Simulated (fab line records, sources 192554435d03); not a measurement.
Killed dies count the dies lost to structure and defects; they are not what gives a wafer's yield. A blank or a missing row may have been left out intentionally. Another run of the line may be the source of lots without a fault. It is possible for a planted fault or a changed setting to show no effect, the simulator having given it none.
fab line records	flow n5_finfet
record: lots: 5	wafers: 14	last_day: 18
route steps=1938 shown MOL_CONTACT_COAG@539 BEOL_M4@1111 PASSIVATION@1936
lots untouched by any fault: they come from a run of this same line in which no faults occurred
start_h: the number of hours between the record's first day and the start of the first shown wafer of the lot	wait_h: how many hours have passed since the lot's step before this one	" identical to the entry in the row above	L1.1+2: one row covering several wafers at once	- either no value or no given start	* or withheld: withheld	< > ~ a bound
route shown NAME@n: NAME is a module with steps in the file, n the number in the route of the first one	usual: average and standard deviation across the fault-free wafers	same: alike in all rows	chamber/n: place in a boat	sites: each site's reading	_std_site: standard deviation across them	_edge_site: mean of outer sites minus mean of inner sites	radius_mm: how far each site lies from the wafer's centre	mask NAME#n: copy n	behind: the most recent tool/chamber to have shaped the wafer	hold: reason for holding the lot/hours on hold/outcome of the hold	device: whichever transistor did not switch (one of n, p or np)	end of line: tests of these same wafers at the route's end	a step without rows: its recipe alone	killed: the dies lost at the first sort to structure and to defects; this is not the yield of the wafer	map: a wafer's dies, x killed, . not, _ none there
set.NAME: the run value of the setting; set.NAME@STEP: its run value at that earlier step	model.NAME: the simulator's own value behind a step, which no gauge read
certain route steps with their lots: each step a table, each wafer a row
services: from which hour (start_h, from the record's first day; less than 0 if before it) a tool's chamber was out of use, for how many hours, and why
== steps ==
step: N5_MOL_CONTACT_COAG_STRIP_98
recipe: chemistry: N2/H2	power_w: 500	temp_c: 40	pressure_mtorr: 50	rf_frequency_hz: 6e+07	overash_fraction: 0.3	bias_power_w: 8	h2_frac: 0.5	n2_flow_sccm: 300	h2_flow_sccm: 300
usual: bias_power_w: 8.002/0.023	drypump_motor_current_A: 5.6/0.49	oes_product_au: 0.77/0.059	rf_vpp_V: 54.4/1.5	showerhead_plenum_p_Torr: 3.40/0.1	throttle_valve_pct: 19.01/0.17
lot.wafer	tool	chamber	start_h	wait_h	bias_power_w	drypump_motor_current_A	oes_product_au	rf_hours_counter_h	rf_vpp_V	showerhead_plenum_p_Torr	throttle_valve_pct
L753.2	rie_diel-03	0	126.32	0.0	7.984	5.7	0.77	122	54.4	3.52	18.96
L753.4	"	0	"	"	7.998	5.7	0.76	-	54.8	3.52	18.99
L753.5	"	2	"	"	8.022	5.4	0.78	-	56.2	3.37	18.88
L755.3	rie_diel-01	0	137.48	0.0	8.003	6.3	0.83	86	55.2	3.42	18.96
L755.5	"	2	"	"	7.990	4.9	0.73	-	53.6	3.46	18.98
L755.6	"	3	"	"	8.022	5.3	0.71	-	55.5	3.48	18.97
L759.2	rie_diel-03	0	169.54	0.0	8.019	5.7	0.75	140	52.8	3.51	19.02
L759.5	"	3	"	"	7.995	6.3	0.69	-	52.0	3.20	19.25
L760.2	rie_diel-03	0	172.99	0.0	8.046	5.7	0.75	141	57.3	3.51	19.03
L760.4	"	3	"	"	7.981	6.3	0.68	235	53.6	3.20	19.27
L760.5	"	0	"	"	8.032	5.7	0.74	-	54.0	3.51	19.01
L769.1	rie_diel-01	0	220.88	0.0	7.996	6.4	0.79	114	55.5	3.40	19.02
L769.5	"	0	"	"	7.995	6.4	0.80	-	55.9	3.40	19.03
L769.6	"	3	"	"	8.016	5.4	0.70	-	52.0	3.46	19.02
step: N5_MOL_CONTACT_COAG_CD_MEAS_99
recipe: target_cd_nm: 17.2	polarity: opening
usual: cd_nm: 17.3/0.31
lot.wafer	tool	chamber	start_h	wait_h	cd_nm
L753.2	cd_sem-03	-	126.39	-	17.1
L753.4	"	-	"	"	16.8
L753.5	"	-	"	"	17.1
L755.3	cd_sem-01	-	137.55	-	17.4
L755.5	"	-	"	"	17.3
L755.6	"	-	"	"	17.5
L759.2	cd_sem-02	-	169.61	-	17.0
L759.5	"	-	"	"	17.5
L760.2	cd_sem-01	-	173.06	-	16.9
L760.4	"	-	"	"	17.4
L760.5	"	-	"	"	16.7
L769.1	cd_sem-02	-	220.95	-	17.3
L769.5	"	-	"	"	17.4
L769.6	"	-	"	"	17.4
step: N5_MOL_CONTACT_COAG_IMPLANT_129
recipe: species: Ge	energy_kev: 3	dose_cm2: 6e+14	tilt_deg: 0	rotation_deg: 0
step: N5_MOL_CONTACT_COAG_PRECLEAN_111
recipe: chemistry: NF3:NH3	afs_cycles: 1	temp_c: 30	time_s: 20	sublimation_temp_c: 180	sublimation_time_s: 60	pressure_torr: 3	rf_power_w: 30
step: N5_MOL_CONTACT_COAG_TI_SIL_19
recipe: material: Ti	target_thk_a: 42	temp_c: 200	chamber_pressure_pa: 5	power_w: 5000	time_s: 15
step: N5_MOL_CONTACT_COAG_ALD_20
recipe: material: TiN	target_thk_a: 15	temp_c: 400	ald_precursor_family: TiCl4	ald_co_reactant: NH3	pulse_time_s: 1	purge_time_s: 3	co_reactant_purge_time_s: 2	co_reactant_pulse_time_s: 2	ald_cycles: 68	pressure_torr: 3
step: N5_MOL_CONTACT_COAG_SIL_ANNEAL_21
recipe: temp_c: 550	time_s: 60	ambient: N2
usual: lamp_power_pct: 5.34/0.055	wafer_temp_C_max: 552.2/0.57
lot.wafer	tool	chamber	start_h	wait_h	lamp_power_pct	wafer_temp_C_max
L753.2	rtp_anneal-02	0	127.41	0.2	5.39	551.6
L753.4	"	0	"	"	5.39	552.0
L753.5	"	0	"	"	5.39	551.3
L755.3	rtp_anneal-02	0	138.62	0.3	5.39	551.8
L755.5	"	0	"	"	5.39	552.6
L755.6	"	0	"	"	5.39	551.9
L759.2	rtp_anneal-01	0	170.81	0.2	5.28	553.3
L759.5	"	0	"	"	5.28	552.7
L760.2	rtp_anneal-02	0	174.05	0.2	5.39	552.6
L760.4	"	0	"	"	5.39	552.5
L760.5	"	0	"	"	5.39	551.8
L769.1	rtp_anneal-01	0	223.62	0.3	5.26	552.8
L769.5	"	0	"	"	5.27	552.9
L769.6	"	0	"	"	5.28	552.4
step: N5_MOL_CONTACT_COAG_PRE_CLEAN_141
recipe: gas: H2/He	time_s: 60	temp_c: 300
usual: heater_power_w: 448/40
lot.wafer	tool	chamber	start_h	wait_h	heater_power_w
L753.2	pvd_sputter-02	-	127.69	0.3	526
L753.4	"	-	"	"	540
L753.5	"	-	"	"	515
L755.3	pvd_sputter-03	-	139.21	0.6	383
L755.5	"	-	"	"	455
L755.6	"	-	"	"	396
L759.2	pvd_sputter-01	-	171.00	0.2	460
L759.5	"	-	"	"	445
L760.2	pvd_sputter-03	-	175.88	1.8	452
L760.4	"	-	"	"	411
L760.5	"	-	"	"	435
L769.1	pvd_sputter-03	-	224.45	0.8	387
L769.5	"	-	"	"	449
L769.6	"	-	"	"	439
step: N5_MOL_CONTACT_COAG_SPUTTER_143
recipe: material: Co	target_thk_a: 25	temp_c: 25	chamber_pressure_pa: 0.2
step: N5_MOL_CONTACT_COAG_CO_FILL_22
recipe: material: Co	target_thk_a: 200	temp_c: 200	precursor: CCTBA/H2	pressure_torr: 30
usual: heater_power_w: 247/22
lot.wafer	tool	chamber	start_h	wait_h	heater_power_w
L753.2	cvd_co-01	0	127.87	0.1	244
L753.4	"	0	"	"	242
L753.5	"	0	"	"	241
L755.3	cvd_co-01	1	139.39	0.1	271
L755.5	"	0	"	"	246
L755.6	"	2	"	"	245
L759.2	cvd_co-02	1	171.18	0.1	268
L759.5	"	0	"	"	244
L760.2	cvd_co-02	0	176.06	0.1	255
L760.4	"	0	"	"	246
L760.5	"	2	"	"	202
L769.1	cvd_co-01	1	224.64	0.1	278
L769.5	"	1	"	"	270
L769.6	"	0	"	"	248
step: N5_MOL_CONTACT_COAG_ANNEAL_113
recipe: temp_c: 400	time_s: 300	ambient: H2/N2
step: N5_MOL_CONTACT_COAG_PRE_CLEAN_142
recipe: gas: H2/He	time_s: 60	temp_c: 300
usual: heater_power_w: 444/40
lot.wafer	tool	chamber	start_h	wait_h	heater_power_w
L753.2	pvd_sputter-03	-	130.36	1.3	442
L753.4	"	-	"	"	457
L753.5	"	-	"	"	451
L755.3	pvd_sputter-02	-	142.43	1.8	413
L755.5	"	-	"	"	515
L755.6	"	-	"	"	405
L759.2	pvd_sputter-03	-	173.05	1.0	434
L759.5	"	-	"	"	398
L760.2	pvd_sputter-02	-	180.11	3.1	411
L760.4	"	-	"	"	412
L760.5	"	-	"	"	540
L769.1	pvd_sputter-01	-	231.41	5.9	465
L769.5	"	-	"	"	464
L769.6	"	-	"	"	469
step: N5_MOL_CONTACT_COAG_SPUTTER_130
recipe: material: Co	target_thk_a: 475	temp_c: 25	chamber_pressure_pa: 0.5	power_w: 3000
usual: throttle_valve_pct: 29.7/0.97
lot.wafer	tool	chamber	start_h	wait_h	throttle_valve_pct	model.Co_of_MOL_CONTACT_COAG_SPUTTER_130.thk_nm
L753.2	pvd_sputter-03	-	130.42	0.0	29.6	47.2
L753.4	"	-	"	"	28.6	47.2
L753.5	"	-	"	"	29.7	47.4
L755.3	pvd_sputter-02	-	142.49	0.0	30.0	47.6
L755.5	"	-	"	"	28.6	47.8
L755.6	"	-	"	"	29.9	47
L759.2	pvd_sputter-03	-	173.11	0.0	29.8	76.6
L759.5	"	-	"	"	30.1	46.8
L760.2	pvd_sputter-02	-	180.17	0.0	28.9	47.6
L760.4	"	-	"	"	30.0	47.2
L760.5	"	-	"	"	28.8	47.6
L769.1	pvd_sputter-01	-	231.47	0.0	30.6	46.4
L769.5	"	-	"	"	31.8	47.4
L769.6	"	-	"	"	30.7	46.6
step: N5_MOL_CONTACT_COAG_PRECLEAN_125
recipe: chemistry: DIW	time_s: 57.5	temp_c: 23
step: N5_BEOL_M4_RC_MEAS_101
usual: DIBL_N: 37.1/1.8	DIBL_P: 37.2/2.1	IOFF_N: 0.17/0.033	IOFF_P: 0.22/0.037	ION_N: 680/11	ION_P: 464/7.7	SS_N: 71.7/0.63	SS_P: 73.6/0.67	VT_N: 248.9/2.9	VT_P: -251/3.6
lot.wafer	tool	chamber	start_h	wait_h	DIBL_N[mV/V]	DIBL_P[mV/V]	IOFF_N[nA/um]	IOFF_P[nA/um]	ION_N[uA/um]	ION_P[uA/um]	SS_N[mV/dec]	SS_P[mV/dec]	VT_N[mV]	VT_P[mV]
L753.2	prober-02	0	211.42	0.2	38.2	37.1	0.18	0.19	684	457	72.2	73.9	249.7	-256
L753.4	"	0	"	"	39.2	40.0	0.21	0.24	687	463	71.6	74.4	246.9	-249
L753.5	"	0	"	"	36.3	35.4	0.14	0.17	666	456	71.2	73.2	254.0	-253
L755.3	prober-01	0	220.13	0.3	35.1	35.4	0.13	0.15	671	454	70.9	73.6	253.0	-258
L755.5	"	0	"	"	35.0	35.9	0.12	0.15	666	449	71.0	73.6	254.4	-257
L755.6	"	0	"	"	34.7	35.4	0.13	0.16	679	457	71.0	73.2	252.6	-258
L759.2	prober-02	0	259.23	0.2	38.6	41.3	0.21	0.25	690	462	71.7	74.6	246.1	-252
L759.5	"	0	"	"	40.2	42.5	0.24	0.28	683	461	72.6	74.7	246.3	-248
L760.2	prober-02	0	283.78	0.2	38.0	37.7	0.16	0.22	670	459	71.0	74.2	251.2	-252
L760.4	"	0	"	"	32.7	31.5	0.09	0.14	676	462	69.8	71.9	257.7	-256
L760.5	"	0	"	"	36.9	36.3	0.15	0.20	698	474	71.0	72.8	252.1	-252
L769.1	prober-02	0	322.70	0.0	37.2	35.6	0.14	0.18	654	453	72.0	73.4	252.4	-253
L769.5	"	0	"	"	37.6	37.6	0.15	0.21	672	462	71.8	73.4	248.3	-249
L769.6	"	0	"	"	39.4	38.4	0.18	0.22	689	462	72.2	73.1	248.2	-249
step: N5_PASSIVATION_PROBE_49
usual: defect_limited_yield: 91.7/1.5	killed_at_M0_to_M3: 32/10	killed_at_M4_up: 14/5.3	killed_at_contacts: 13/5.7	killed_at_front_end: 37/10	killed_at_other: 3.3/2.5	killed_dies: 98/18	killed_open: 65/13	killed_short: 31/7.5	sort_bin_4_leakage: 0.00/0.0099	sort_bin_5_function: 4.9/0.91	sort_bin_6_memory: 3.1/0.71	sort_bin_8_speed: 0.00/0.017	sort_n_pass: 1082/18	sort_yield_pct: 91.7/1.5
same: gross_dies: 1180	killed_at_back_side: 0
lot.wafer	tool	chamber	start_h	wait_h	defect_limited_yield[%]	killed_at_M0_to_M3	killed_at_M4_up	killed_at_contacts	killed_at_front_end	killed_at_other	killed_dies	killed_open	killed_short	sort_bin_4_leakage[%]	sort_bin_5_function[%]	sort_bin_6_memory[%]	sort_bin_8_speed[%]	sort_n_pass	sort_yield_pct[%]
L755.3	prober-01	-	333.05	0.1	95.1	17	3	10	28	0	58	36	22	0	2.6	2.2	0	1122	95.1
L755.5	prober-01	-	333.15	0.2	92.1	41	15	12	23	2	93	70	23	0	5.3	2.5	0	1087	92.1
L755.6	prober-01	-	333.20	0.3	90.5	42	12	13	40	5	112	69	40	0	5.6	3.3	0	1068	90.5
L759.2	prober-02	-	360.53	0.1	89.3	51	13	16	45	1	126	86	36	0	6.8	3.4	0	1054	89.3
L760.2	prober-02	-	377.32	0.1	93.3	27	7	10	35	0	79	50	24	0	4.1	2.2	0	1101	93.3
L760.4	prober-02	-	377.42	0.2	90.8	35	8	7	58	1	109	78	31	0	5.1	3.7	0	1071	90.8
L760.5	prober-02	-	377.47	0.2	90.8	32	10	12	48	6	108	72	36	0	5.3	3.5	0	1072	90.8
killed by level:class
L755.3 MOL_CONTACT_COAG:geometric_particle:open=8 FIN_SAQP:geometric_particle:short=5 STI_FIN_REVEAL:geometric_particle:open=5 BEOL_M3:geometric_particle:open=5 BEOL_M0_SAQP:geometric_particle:short=4 STARTING-WAFER:geometric_particle:short=4 GATE_CUT:geometric_particle:open=3 FIN_SAQP:geometric_particle:open=2
L755.5 MOL_CONTACT_COAG:geometric_particle:open=11 BEOL_M0_SAQP:geometric_particle:open=11 BEOL_M4:geometric_particle:open=9 STI_FIN_REVEAL:geometric_particle:open=7 BEOL_M0_SAQP:geometric_particle:short=6 BEOL_M2:geometric_particle:open=6 BEOL_M3:geometric_particle:open=6 BEOL_M2:geometric_particle:short=5
L755.6 BEOL_M2:geometric_particle:open=17 MOL_CONTACT_COAG:geometric_particle:open=11 FIN_SAQP:geometric_particle:short=9 BEOL_M4:geometric_particle:open=8 STI_FIN_REVEAL:geometric_particle:open=7 BEOL_M0_SAQP:geometric_particle:short=7 STI_FIN_REVEAL:geometric_particle:short=6 BEOL_M0_SAQP:geometric_particle:open=6
L759.2 FIN_SAQP:geometric_particle:open=16 MOL_CONTACT_COAG:geometric_particle:open=14 BEOL_M0_SAQP:geometric_particle:short=12 BEOL_M0_SAQP:geometric_particle:open=10 FIN_SAQP:geometric_particle:short=9 STI_FIN_REVEAL:geometric_particle:open=9 BEOL_M1:geometric_particle:open=9 BEOL_M2:geometric_particle:open=7
L760.2 BEOL_M2:geometric_particle:open=9 MOL_CONTACT_COAG:geometric_particle:open=8 FIN_SAQP:geometric_particle:short=6 FIN_SAQP:geometric_particle:open=5 DUMMY_GATE:geometric_particle:open=5 DUMMY_GATE:geometric_particle:short=5 ILD0:geometric_particle:open=3 BEOL_M0_SAQP:geometric_particle:open=3
L760.4 FIN_SAQP:geometric_particle:open=18 STI_FIN_REVEAL:geometric_particle:open=12 FIN_SAQP:geometric_particle:short=9 BEOL_M0_SAQP:geometric_particle:open=9 MOL_CONTACT_COAG:geometric_particle:open=7 BEOL_M3:geometric_particle:open=6 STI_FIN_REVEAL:geometric_particle:short=6 BEOL_M2:geometric_particle:open=6
L760.5 FIN_SAQP:geometric_particle:short=17 FIN_SAQP:geometric_particle:open=12 MOL_CONTACT_COAG:geometric_particle:open=12 BEOL_M2:geometric_particle:open=7 BEOL_M3:geometric_particle:open=7 BEOL_M0_SAQP:geometric_particle:short=6 BEOL_M4:geometric_particle:open=5 DUMMY_GATE:geometric_particle:open=4
== services ==
tool	chamber	start_h	hours	kind
cvd_co-02	1	108.09	7.5	repair
cvd_co-01	1	114.67	-	clean
cvd_co-01	1	114.67	22.0	scheduled_down
cvd_co-01	1	114.67	22.0	vent_cycle
pvd_sputter-02	-	134.88	1.1	repair
rie_diel-01	-	135.57	0.8	repair
rie_diel-01	0	168.70	6.0	repair
cvd_co-02	-	185.55	0.8	repair
cvd_co-01	0	196.13	2.6	repair
cvd_co-01	-	197.12	0.5	repair
cvd_co-02	-	198.07	14.6	pm
rie_diel-03	3	216.77	-	clean
rie_diel-03	3	216.77	-	consumable_replace:focus_ring
rie_diel-03	3	216.77	-	consumable_replace:showerhead
rie_diel-03	3	216.77	18.6	scheduled_down
rie_diel-03	3	216.77	18.6	vent_cycle
rie_diel-01	0	228.17	6.0	repair
== key ==
first_sign none at tools or gauges
model_effect: step: N5_MOL_CONTACT_COAG_SPUTTER_130	value: Co_of_MOL_CONTACT_COAG_SPUTTER_130.thk_nm	without: 47.2	struck: 76.6
met_at N5_MOL_CONTACT_COAG_SPUTTER_130
struck_wafers L759.2
onset_between 130.42 173.11
fault: kind: process_parameter_drift	tool: pvd_sputter-03	chamber: -	onset_h: 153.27	steps: N5_MOL_CONTACT_COAG_SPUTTER_130	channel: target_thk_a	offset: *	shape: step	end_h: 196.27	scope: struck_wafers_only	acts_in: *	stated: *
